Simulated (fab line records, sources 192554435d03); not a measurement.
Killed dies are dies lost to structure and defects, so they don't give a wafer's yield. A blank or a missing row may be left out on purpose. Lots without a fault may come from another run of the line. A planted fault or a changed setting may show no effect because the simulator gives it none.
fab line records | flow n5_finfet
record lots=9 wafers=27 last_day=17
route steps=1938 shown BEOL_M2@913 BEOL_M3@933 BEOL_M4@1111 PASSIVATION@1936
lots that met no fault: from a run of the same line without faults
start_h: hours from the record's first day to the start of the lot's first wafer shown | wait_h: hours since the lot's step before | " the same as in the row above | L1.1+2: a row that stands for several wafers | - no value, or no start given | * or withheld: withheld | < > ~ a bound
route shown NAME@n: a module of which the file shows steps, and the number in the route of the first | usual: mean/standard deviation of fault-free wafers | same: alike in all rows | chamber/n: place in a boat | sites: the reading at each site | _std_site: their standard deviation | _edge_site: outer sites' mean less inner sites' | radius_mm: how far each site lies from the wafer's centre | mask NAME#n: copy n | behind: the tool/chamber that last shaped the wafer | hold: why the lot was held/for how many hours/how that ended | device: the transistor (n, p or np) that didn't switch | end of line: the same wafers' tests at the end of the route | a step without rows: its recipe alone | killed: dies lost to structure and defects at the first sort, not the wafer's yield | map: a wafer's dies, x killed, . not, _ none there
set.NAME: the setting as run; set.NAME@STEP: as run at that earlier step | model.NAME: the simulator's own value behind a step, which no gauge read
steps of the route over a sample of lots; a table a step, a row a wafer
services: from which hour (start_h, from the record's first day; less than 0 if before it) a tool's chamber was out of use, for how many hours, and why
## steps
# step N5_BEOL_M2_ANNEAL_89
# recipe temp_c=400 time_s=240 ambient=vacuum
# usual heater_power_w=831/41
# columns lot.wafer tool chamber start_h wait_h heater_power_w
L816.1 pvd_sputter-02 - 159.94 0.0 822
L816.5 " - " " 868
L816.6 " - " " 760
L818.2 pvd_sputter-03 - 166.27 0.0 908
L818.4 " - " " 843
L818.6 " - " " 823
L820.2 pvd_sputter-01 - 199.37 0.0 839
L820.3 " - " " 806
L820.6 " - " " 852
L823.2 pvd_sputter-02 - 205.12 0.0 835
L823.3 " - " " 877
L823.6 " - " " 870
L825.1 pvd_sputter-02 - 216.62 0.0 847
L825.2 " - " " 756
L825.3 " - " " 841
L827.2 pvd_sputter-01 - 231.33 0.0 806
L827.5 " - " " 863
L827.6 " - " " 782
L830.2 pvd_sputter-03 - 249.07 0.0 782
L830.4 " - " " 865
L830.5 " - " " 884
L833.1 pvd_sputter-03 - 267.36 0.0 901
L833.2 " - " " 838
L833.4 " - " " 850
L834.1 pvd_sputter-03 - 271.85 0.0 937
L834.5 " - " " 788
L834.6 " - " " 892
# step N5_BEOL_M2_CMP_52
# recipe stop_on=SiOC t_overpolish_s=6.8 down_force_psi=1 platen_rpm=50 clearing_platen_down_force_psi=1.5 clearing_platen_rpm=50 post_cmp_clean=cu_alkaline target_thk_nm=40 clearing_platen_pad_velocity_m_s=0.99484 pad_velocity_m_s=0.99484
# usual barrier_field_endpoint_s=24.5/0.89 clearing_platen_rpm=49.999/0.026 motor_current_A=6.2/0.63 overpolish_run_s=6.800/0.01 time_to_endpoint_s=62/5.6
# columns lot.wafer tool chamber start_h wait_h barrier_field_endpoint_s clearing_platen_rpm motor_current_A overpolish_run_s time_to_endpoint_s
L816.1 cmp-01 3 161.23 0.3 25.8 49.999 6.1 6.788 74
L816.5 " 3 " " 26.5 50.011 5.8 6.801 72
L816.6 " 0 " " 24.9 50.012 6.5 6.786 68
L818.4 cmp-03 0 167.66 0.2 24.2 49.986 5.4 6.796 61
L818.2 " 1 " " 23.6 49.985 5.3 6.790 57
L818.6 " 2 " " 23.2 50.023 6.0 6.795 53
L820.2 cmp-03 0 200.67 0.2 23.5 50.015 5.5 6.809 60
L820.3 " 3 " " 24.0 49.987 7.2 6.802 65
L820.6 " 0 " " 24.0 49.964 5.5 6.794 59
L823.3 cmp-01 3 206.75 0.3 26.2 50.013 6.1 6.793 70
L823.2 " 1 " " 24.3 49.994 6.9 6.804 58
L823.6 " 3 " " 26.0 49.992 6.3 6.784 71
L825.3 cmp-03 2 217.98 0.2 24.4 50.036 5.7 6.795 56
L825.1 " 3 " " 23.9 50.017 6.8 6.785 61
L825.2 " 0 " " 24.5 50.003 5.4 6.806 61
L827.2 cmp-03 1 232.90 0.4 23.7 50.021 5.2 6.805 56
L827.6 " 1 " " 23.8 50.019 5.2 6.800 55
L827.5 " 2 " " 23.3 50.013 5.9 6.816 51
L830.2 cmp-02 2 250.41 0.3 23.2 50.004 5.6 6.812 58
L830.4 " 0 " " 23.8 50.022 5.5 6.785 58
L830.5 " 2 " " 24.4 49.963 5.7 6.811 62
L833.2 cmp-01 1 268.70 0.2 23.9 49.961 6.5 6.820 63
L833.4 " 3 " " 25.1 49.947 6.6 6.798 72
L833.1 " 0 " " 25.1 50.012 6.2 6.806 66
L834.1 cmp-02 3 273.14 0.3 25.7 50.043 5.9 6.807 69
L834.6 " 3 " " 26.1 50.027 6.1 6.777 66
L834.5 " 0 " " 24.0 50.000 5.4 6.785 59
# step N5_BEOL_M2_PRE_CLEAN_60
# recipe gas=NH3/H2 time_s=15 temp_c=* rf_power_w=300
# usual heater_power_w=93/18
# columns lot.wafer tool chamber start_h wait_h heater_power_w
L816.1 cvd_co-01 2 161.56 0.0 68
L816.5 " 2 " " 68
L816.6 " 1 " " 120
L818.2 cvd_co-02 2 167.99 0.1 103
L818.4 " 1 " " 98
L818.6 " 2 " " 103
L820.2 cvd_co-01 1 201.00 0.0 121
L820.3 " 0 " " 75
L820.6 " 2 " " 70
L823.2 cvd_co-01 0 207.05 0.0 77
L823.3 " 2 " " 68
L823.6 " 2 " " 68
L825.1 cvd_co-02 0 218.28 0.0 96
L825.2 " 2 " " 108
L825.3 " 1 " " 101
L827.2 cvd_co-01 0 233.23 0.0 76
L827.5 " 2 " " 68
L827.6 " 1 " " 125
L830.2 cvd_co-01 2 250.71 0.0 70
L830.4 " 1 " " 122
L830.5 " 2 " " 69
L833.1 cvd_co-02 0 269.04 0.0 98
L833.2 " 2 " " 102
L833.4 " 2 " " 104
L834.1 cvd_co-02 0 273.47 0.0 96
L834.5 " 1 " " 98
L834.6 " 2 " " 104
# step N5_BEOL_M2_INSPECT_59
# recipe inspect_instrument=darkfield mode=post_dep
# usual raw_defect_count=75/24
# columns lot.wafer tool chamber start_h wait_h raw_defect_count
L816.1 defect_inspect-02 - 161.81 0.0 64
L816.5 " - " " 26
L816.6 " - " " 55
L818.2 defect_inspect-01 - 168.24 0.0 78
L818.4 " - " " 58
L818.6 " - " " 101
L820.2 defect_inspect-02 - 201.27 0.0 113
L820.3 " - " " 107
L820.6 " - " " 98
L823.2 defect_inspect-01 - 207.41 0.0 60
L823.3 " - " " 60
L823.6 " - " " 99
L825.1 defect_inspect-01 - 218.56 0.0 56
L825.2 " - " " 51
L825.3 " - " " 1261
L827.2 defect_inspect-01 - 233.48 0.0 79
L827.5 " - " " 1314
L827.6 " - " " 45
L830.2 defect_inspect-02 - 250.96 0.0 74
L830.4 " - " " 78
L830.5 " - " " 100
L833.1 defect_inspect-02 - 269.30 0.0 71
L833.2 " - " " 72
L833.4 " - " " 84
L834.1 defect_inspect-01 - 273.73 0.0 67
L834.5 " - " " 115
L834.6 " - " " 103
# step N5_BEOL_M3_PECVD_72
# recipe material=SiO2 target_thk_a=160 temp_c=400 precursor=TEOS/O2 pressure_torr=5.5 rf_w=450 teos_flow_sccm=53.8 gas=O2 flow_sccm=3000 time_s=18
# usual heater_power_w=701/98 showerhead_plenum_p_Torr=8.80/0.074 throttle_valve_pct=23.0/1.2
# columns lot.wafer tool chamber start_h wait_h heater_power_w showerhead_plenum_p_Torr throttle_valve_pct
L816.1 pecvd-03 1 161.95 0.0 564 8.84 24.1
L816.5 " 2 " " 575 8.76 22.8
L816.6 " 0 " " 722 8.80 21.7
L818.2 pecvd-02 0 168.38 0.0 714 8.75 22.7
L818.4 " 2 " " 615 8.68 20.8
L818.6 " 0 " " 718 8.74 22.7
L820.2 pecvd-03 0 201.41 0.0 795 8.78 22.3
L820.3 " 1 " " 539 8.84 24.3
L820.6 " 0 " " 793 8.77 22.2
L823.2 pecvd-02 0 207.55 0.0 793 8.75 23.1
L823.3 " 1 " " 869 8.73 24.0
L823.6 " 2 " " 613 8.67 20.7
L825.1 pecvd-02 1 218.70 0.0 857 8.75 23.6
L825.2 " 2 " " 585 8.69 20.6
L825.3 " 0 " " 737 8.74 22.8
L827.2 pecvd-01 0 233.62 0.0 881 8.94 24.7
L827.5 " 2 " " 673 8.82 23.4
L827.6 " 1 " " 711 8.83 22.5
L830.2 pecvd-01 2 251.10 0.0 603 8.85 23.5
L830.4 " 2 " " 599 8.84 23.8
L830.5 " 1 " " 745 8.86 22.5
L833.1 pecvd-02 0 269.46 0.0 689 8.75 23.0
L833.2 " 2 " " 631 8.68 21.3
L833.4 " 0 " " 694 8.76 23.0
L834.1 pecvd-02 2 274.14 0.1 587 8.67 20.8
L834.5 " 2 " " 594 8.68 21.1
L834.6 " 0 " " 779 8.76 23.0
# step N5_BEOL_M3_INSPECT_13
# recipe mode=adi inspect_instrument=brightfield
# usual raw_defect_count=439/88
# columns lot.wafer tool chamber start_h wait_h raw_defect_count
L816.1 defect_inspect-01 - 162.49 0.1 479
L816.5 " - " " 470
L816.6 " - " " 423
L818.2 defect_inspect-01 - 169.83 0.0 455
L818.4 " - " " 300
L818.6 " - " " 449
L820.2 defect_inspect-01 - 203.05 0.0 475
L820.3 " - " " 531
L820.6 " - " " 607
L823.2 defect_inspect-02 - 208.15 0.0 424
L823.3 " - " " 520
L823.6 " - " " 537
L825.1 defect_inspect-01 - 221.65 0.1 271
L825.2 " - " " 412
L825.3 " - " " 1572
L827.2 defect_inspect-01 - 237.39 0.0 356
L827.5 " - " " 1561
L827.6 " - " " 265
L830.2 defect_inspect-02 - 252.21 0.0 426
L830.4 " - " " 413
L830.5 " - " " 561
L833.1 defect_inspect-02 - 270.67 0.1 466
L833.2 " - " " 442
L833.4 " - " " 339
L834.1 defect_inspect-02 - 274.95 0.1 400
L834.5 " - " " 470
L834.6 " - " " 507
# step N5_BEOL_M3_INSPECT_30
# recipe mode=adi inspect_instrument=brightfield
# usual raw_defect_count=440/87
# columns lot.wafer tool chamber start_h wait_h raw_defect_count
L816.1 defect_inspect-02 - 163.82 0.1 472
L816.5 " - " " 475
L816.6 " - " " 411
L818.2 defect_inspect-02 - 170.70 0.0 428
L818.4 " - " " 283
L818.6 " - " " 412
L820.2 defect_inspect-01 - 204.06 0.0 474
L820.3 " - " " 549
L820.6 " - " " 617
L823.2 defect_inspect-02 - 209.19 0.0 408
L823.3 " - " " 511
L823.6 " - " " 523
L825.1 defect_inspect-02 - 222.63 0.1 280
L825.2 " - " " 386
L825.3 " - " " 1560
L827.2 defect_inspect-01 - 238.39 0.0 356
L827.5 " - " " 1537
L827.6 " - " " 286
L830.2 defect_inspect-01 - 253.08 0.0 406
L830.4 " - " " 417
L830.5 " - " " 611
L833.1 defect_inspect-01 - 273.41 0.1 425
L833.2 " - " " 408
L833.4 " - " " 330
L834.1 defect_inspect-01 - 276.99 0.1 392
L834.5 " - " " 460
L834.6 " - " " 473
# step N5_BEOL_M4_RC_MEAS_101
# usual DIBL_N=35.9/2.5 DIBL_P=36.0/3 IOFF_N=0.16/0.047 IOFF_P=0.21/0.047 ION_N=671/14 ION_P=460/8.8 SS_N=71.5/0.73 SS_P=73.2/0.91 VT_N=250/4.3 VT_P=-251/3.6
# columns lot.wafer tool chamber start_h wait_h DIBL_N[mV/V] DIBL_P[mV/V] IOFF_N[nA/um] IOFF_P[nA/um] ION_N[uA/um] ION_P[uA/um] SS_N[mV/dec] SS_P[mV/dec] VT_N[mV] VT_P[mV]
L816.1 prober-02 0 185.16 0.0 37.0 37.4 0.17 0.22 679 462 72.2 73.4 250 -252
L816.5 " 0 " " 35.6 35.8 0.15 0.20 682 463 72.4 72.9 249 -251
L816.6 " 0 " " 33.9 33.4 0.11 0.16 653 451 71.4 72.3 256 -253
L818.2 prober-02 0 191.38 0.2 37.6 35.2 0.16 0.20 657 450 72.0 73.0 254 -249
L818.4 " 0 " " 40.0 40.5 0.24 0.31 689 466 72.2 74.5 243 -243
L818.6 " 0 " " 34.1 33.2 0.12 0.17 648 447 70.2 72.8 254 -254
L820.2 prober-01 0 217.12 0.2 37.0 35.8 0.16 0.21 681 465 71.8 74.2 251 -250
L820.3 " 0 " " 36.8 35.4 0.15 0.19 667 454 71.2 73.2 251 -254
L820.6 " 0 " " 38.2 36.5 0.17 0.21 674 457 72.0 73.9 247 -252
L823.2 prober-01 0 225.38 0.2 33.4 35.1 0.13 0.19 667 470 71.4 72.7 248 -248
L823.3 " 0 " " 33.2 34.9 0.14 0.20 674 464 71.3 73.4 250 -248
L823.6 " 0 " " 34.1 36.0 0.15 0.22 675 470 71.1 73.8 250 -244
L825.1 prober-02 0 247.27 0.0 39.5 42.5 0.25 0.28 685 468 71.5 74.9 242 -246
L825.2 " 0 " " 32.7 34.3 0.12 0.16 655 451 70.2 72.8 251 -254
L825.3 " 0 " " 34.8 35.9 0.14 0.18 656 448 70.5 73.0 251 -255
L827.2 prober-01 0 258.07 0.2 36.1 35.7 0.15 0.22 662 457 72.0 73.1 251 -249
L827.5 " 0 " " 33.1 33.1 0.10 0.18 661 463 71.2 72.2 255 -250
L827.6 " 0 " " 34.8 34.8 0.12 0.20 664 469 71.0 72.6 250 -250
L830.2 prober-02 0 274.46 0.2 39.7 41.2 0.27 0.32 703 470 73.1 74.6 241 -245
L830.4 " 0 " " 38.5 39.9 0.25 0.29 690 471 72.2 75.1 244 -245
L830.5 " 0 " " 34.5 35.4 0.15 0.23 681 467 71.6 73.0 248 -249
L833.1 prober-01 0 291.36 0.0 35.8 35.4 0.17 0.22 684 471 71.1 73.1 249 -247
L833.2 " 0 " " 38.1 37.6 0.18 0.23 678 467 72.0 73.7 250 -249
L833.4 " 0 " " 35.3 34.9 0.15 0.22 655 456 71.4 73.0 251 -249
L834.1 prober-02 0 300.24 0.0 35.0 35.1 0.13 0.19 655 452 71.1 72.8 255 -252
L834.5 " 0 " " 34.7 34.8 0.15 0.19 681 468 71.2 73.5 251 -250
L834.6 " 0 " " 32.9 32.7 0.10 0.16 656 455 71.0 72.0 259 -254
# step N5_PASSIVATION_PROBE_49
# usual defect_limited_yield=91.4/1.4 killed_at_M0_to_M3=34/8.9 killed_at_M4_up=13/4.6 killed_at_contacts=12/5.5 killed_at_front_end=41/11 killed_at_other=3.1/2.9 killed_dies=102/16 killed_on_rim=13/4.2 killed_open=66/11 killed_short=34/7.6 sort_bin_5_function=5.1/0.89 sort_bin_6_memory=3.2/0.61 sort_bin_8_speed=0.02/0.12 sort_n_pass=1078/16
# same gross_dies=1180 killed_at_back_side=0 sort_bin_4_leakage[%]=0
# columns lot.wafer tool chamber start_h wait_h defect_limited_yield[%] killed_at_M0_to_M3 killed_at_M4_up killed_at_contacts killed_at_front_end killed_at_other killed_dies killed_on_rim killed_open killed_short sort_bin_5_function[%] sort_bin_6_memory[%] sort_bin_8_speed[%] sort_n_pass
L816.1 prober-01 - 286.01 0.0 90.5 48 16 14 32 2 112 12 69 41 5.8 3.1 0 1068
L816.5 prober-01 - 286.21 0.2 89.8 54 12 5 46 3 120 21 71 49 6.7 3.1 0 1060
L816.6 prober-01 - 286.26 0.3 92.7 36 15 15 15 5 86 7 54 32 4.3 2.8 0 1094
L818.2 prober-01 - 297.28 0.1 89.5 35 12 13 61 3 124 21 78 40 6.3 3.4 0 1056
L818.4 prober-01 - 297.38 0.2 90.5 40 13 21 34 4 112 22 70 42 5.3 4.0 0 1068
L818.6 prober-01 - 297.48 0.3 92.9 20 19 2 41 2 84 15 62 18 4.2 2.3 0.08 1095
L820.3 prober-01 - 314.21 0.1 90.7 27 9 26 45 3 110 11 76 30 5.8 3.2 0 1070
L823.2 prober-01 - 326.41 0.1 93.6 23 8 9 32 3 75 14 46 29 3.6 2.4 0 1105
L823.3 prober-01 - 326.46 0.1 91.1 33 20 6 45 1 105 10 63 41 5.3 3.0 0 1075
L823.6 prober-01 - 326.61 0.3 91.3 34 12 9 44 4 103 15 71 31 5.3 2.9 0 1077
L825.1 prober-02 - 346.22 0.0 92.3 35 11 9 32 4 91 11 60 29 5.4 1.9 0.17 1089
L825.2 prober-02 - 346.27 0.1 92.4 21 10 7 51 1 90 13 64 25 4.4 3.1 0 1090
L825.3 prober-02 - 346.32 0.1 33.6 752 11 3 15 3 784 104 44 27 43.2 17.8 0 396
L827.2 prober-02 - 358.13 0.1 89.7 32 13 15 56 6 122 12 76 45 6.4 3.6 0 1058
L827.5 prober-02 - 358.28 0.2 31.3 755 9 5 37 5 811 104 55 26 43.8 18.8 0 369
L827.6 prober-02 - 358.33 0.3 92.2 26 9 4 38 15 92 10 67 23 3.6 4.0 0 1088
# killed by level:class
L816.1 BEOL_M0_SAQP:geometric_particle:open=13 BEOL_M0_SAQP:geometric_particle:short=11 MOL_CONTACT_COAG:geometric_particle:open=11 FIN_SAQP:geometric_particle:open=10 BEOL_M1:geometric_particle:short=8 BEOL_M4:geometric_particle:open=8 BEOL_M3:geometric_particle:open=7 FIN_SAQP:geometric_particle:short=6
L816.5 BEOL_M0_SAQP:geometric_particle:open=21 BEOL_M0_SAQP:geometric_particle:short=18 FIN_SAQP:geometric_particle:short=13 BEOL_M1:geometric_particle:open=9 STI_FIN_REVEAL:geometric_particle:open=7 FIN_SAQP:geometric_particle:open=6 MOL_CONTACT_COAG:geometric_particle:open=5 BEOL_M4:geometric_particle:open=5
L816.6 BEOL_M0_SAQP:geometric_particle:short=15 MOL_CONTACT_COAG:geometric_particle:open=14 BEOL_M5:geometric_particle:open=8 BEOL_M0_SAQP:geometric_particle:open=7 BEOL_M2:geometric_particle:open=4 STARTING-WAFER:geometric_particle:open=4 BEOL_M1:geometric_particle:open=3 BEOL_M3:geometric_particle:open=3
L818.2 STI_FIN_REVEAL:geometric_particle:open=14 MOL_CONTACT_COAG:geometric_particle:open=11 FIN_SAQP:geometric_particle:short=8 BEOL_M0_SAQP:geometric_particle:short=8 BEOL_M0_SAQP:geometric_particle:open=8 BEOL_M1:geometric_particle:open=8 FIN_SAQP:geometric_particle:open=7 BEOL_M2:geometric_particle:open=7
L818.4 BEOL_M0_SAQP:geometric_particle:short=12 MOL_CONTACT_COAG:geometric_particle:open=11 MOL_CONTACT_COAG:geometric_particle:short=10 BEOL_M0_SAQP:geometric_particle:open=9 BEOL_M4:geometric_particle:open=9 BEOL_M2:geometric_particle:open=8 FIN_SAQP:geometric_particle:open=6 STI_FIN_REVEAL:geometric_particle:open=6
L818.6 STI_FIN_REVEAL:geometric_particle:open=16 BEOL_M4:geometric_particle:open=13 BEOL_M0_SAQP:geometric_particle:open=6 BEOL_M2:geometric_particle:open=6 STI_FIN_REVEAL:geometric_particle:short=4 BEOL_M1:geometric_particle:open=4 HKMG_FIN:area_etch=4 GATE_CUT:geometric_particle:short=3
L820.3 MOL_CONTACT_COAG:geometric_particle:open=19 FIN_SAQP:geometric_particle:open=8 FIN_SAQP:geometric_particle:short=7 MOL_CONTACT_COAG:geometric_particle:short=7 STI_FIN_REVEAL:geometric_particle:open=6 BEOL_M3:geometric_particle:open=6 BEOL_M1:geometric_particle:open=6 BEOL_M0:geometric_particle:open=5
L823.2 STI_FIN_REVEAL:geometric_particle:open=8 FIN_SAQP:geometric_particle:short=6 BEOL_M0_SAQP:geometric_particle:short=6 BEOL_M2:geometric_particle:open=6 MOL_CONTACT_COAG:geometric_particle:open=5 FIN_SAQP:geometric_particle:open=4 MOL_CONTACT_COAG:geometric_particle:short=4 BEOL_M2:geometric_particle:short=3
L823.3 FIN_SAQP:geometric_particle:short=10 BEOL_M2:geometric_particle:open=10 BEOL_M0_SAQP:geometric_particle:short=9 BEOL_M0_SAQP:geometric_particle:open=8 STI_FIN_REVEAL:geometric_particle:open=7 GATE_CUT:geometric_particle:short=7 BEOL_M4:geometric_particle:open=6 FIN_SAQP:geometric_particle:open=4
L823.6 STI_FIN_REVEAL:geometric_particle:open=16 FIN_SAQP:geometric_particle:open=9 MOL_CONTACT_COAG:geometric_particle:open=8 BEOL_M0_SAQP:geometric_particle:short=8 BEOL_M4:geometric_particle:open=7 BEOL_M0_SAQP:geometric_particle:open=6 FIN_SAQP:geometric_particle:short=4 BEOL_M0:geometric_particle:open=4
L825.1 FIN_SAQP:geometric_particle:open=9 BEOL_M1:geometric_particle:open=8 FIN_SAQP:geometric_particle:short=7 BEOL_M2:geometric_particle:open=7 STI_FIN_REVEAL:geometric_particle:open=7 BEOL_M0_SAQP:geometric_particle:short=7 MOL_CONTACT_COAG:geometric_particle:open=6 BEOL_M0_SAQP:geometric_particle:open=5
L825.2 FIN_SAQP:geometric_particle:open=20 FIN_SAQP:geometric_particle:short=8 BEOL_M0_SAQP:geometric_particle:open=7 DUMMY_GATE:geometric_particle:open=6 MOL_CONTACT_COAG:geometric_particle:open=6 BEOL_M0_SAQP:geometric_particle:short=6 BEOL_M3:geometric_particle:open=6 STARTING-WAFER:geometric_particle:short=4
L825.3 BEOL_M2:unspecified=711 BEOL_M0_SAQP:geometric_particle:open=12 BEOL_M0_SAQP:geometric_particle:short=10 STI_FIN_REVEAL:geometric_particle:open=4 BEOL_M1:geometric_particle:open=4 BEOL_M2:geometric_particle:open=4 BEOL_M3:geometric_particle:open=4 BEOL_M1:geometric_particle:short=3
L827.2 STI_FIN_REVEAL:geometric_particle:open=15 MOL_CONTACT_COAG:geometric_particle:open=12 DUMMY_GATE:geometric_particle:open=11 BEOL_M0_SAQP:geometric_particle:open=11 BEOL_M0_SAQP:geometric_particle:short=8 FIN_SAQP:geometric_particle:short=6 BEOL_M4:geometric_particle:open=6 STI_FIN_REVEAL:geometric_particle:short=5
L827.5 BEOL_M2:unspecified=730 STI_FIN_REVEAL:geometric_particle:open=13 FIN_SAQP:geometric_particle:open=5 DUMMY_GATE:geometric_particle:open=5 BEOL_M0_SAQP:geometric_particle:short=5 BEOL_M3:geometric_particle:open=5 BEOL_M4:geometric_particle:open=4 GATE_CUT:geometric_particle:short=3
L827.6 STI_FIN_REVEAL:geometric_particle:open=8 DUMMY_GATE:geometric_particle:open=8 BEOL_M0_SAQP:geometric_particle:open=8 MIM_TOP_ETCH:geometric_particle:short=8 GATE_CUT:geometric_particle:open=7 STARTING-WAFER:geometric_particle:open=5 BEOL_M2:geometric_particle:open=4 GATE_CUT:geometric_particle:short=4
## services
# columns tool chamber start_h hours kind
cmp-03 - 142.80 0.4 repair
pecvd-03 2 142.85 5.0 scheduled_down
pecvd-02 - 144.46 0.7 repair
cvd_co-02 - 149.86 1.0 repair
cmp-03 - 153.91 0.3 repair
pecvd-03 1 156.82 2.1 scheduled_down
pecvd-03 - 169.69 2.8 pm
pecvd-01 - 186.49 2.8 pm
cmp-01 - 186.87 1.3 repair
cmp-02 - 196.66 6.3 pm
cmp-03 - 201.25 0.8 repair
cmp-01 - 210.70 7.7 pm
cmp-03 - 219.62 0.4 repair
cmp-01 - 220.48 4.0 pm
cmp-01 - 224.48 - consumable_replace:conditioner
cmp-01 - 224.48 - consumable_replace:pad
cvd_co-01 - 237.63 2.8 pm
cmp-03 - 241.11 14.1 pm
cmp-02 - 244.64 4.0 pm
pecvd-02 1 261.67 13.0 repair
pecvd-03 - 262.39 14.6 pm
pecvd-01 - 271.15 6.0 pm
cmp-01 - 272.34 2.0 repair
cvd_co-02 - 273.87 6.9 pm
## key
first_sign step=N5_BEOL_M2_INSPECT_59 reading=raw_defect_count direction=up sigmas=51 usual=75 struck=1288
effect step=N5_BEOL_M3_INSPECT_13 reading=raw_defect_count direction=up sigmas=13 usual=439 struck=1566
effect step=N5_BEOL_M3_INSPECT_30 reading=raw_defect_count direction=up sigmas=13 usual=440 struck=1548
effect step=N5_PASSIVATION_PROBE_49 reading=killed_at_M0_to_M3 direction=up sigmas=81 usual=34 struck=754
more_kills_born_at N5_BEOL_M2_CMP_52@cmp-03=1441
met_at N5_BEOL_M2_CMP_52
struck_lots L825,L827
struck_wafers L825.3,L827.5
not_acting_at N5_BEOL_M2_ANNEAL_89,N5_BEOL_M2_PRE_CLEAN_60,N5_BEOL_M3_PECVD_72
onset_between 167.66 217.98
fault kind=chamber_particle_source tool=cmp-03 chamber=2 onset_h=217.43 steps=N5_BEOL_M2_CMP_52 rate_per_visit_cm2=1.9036 end_h=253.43
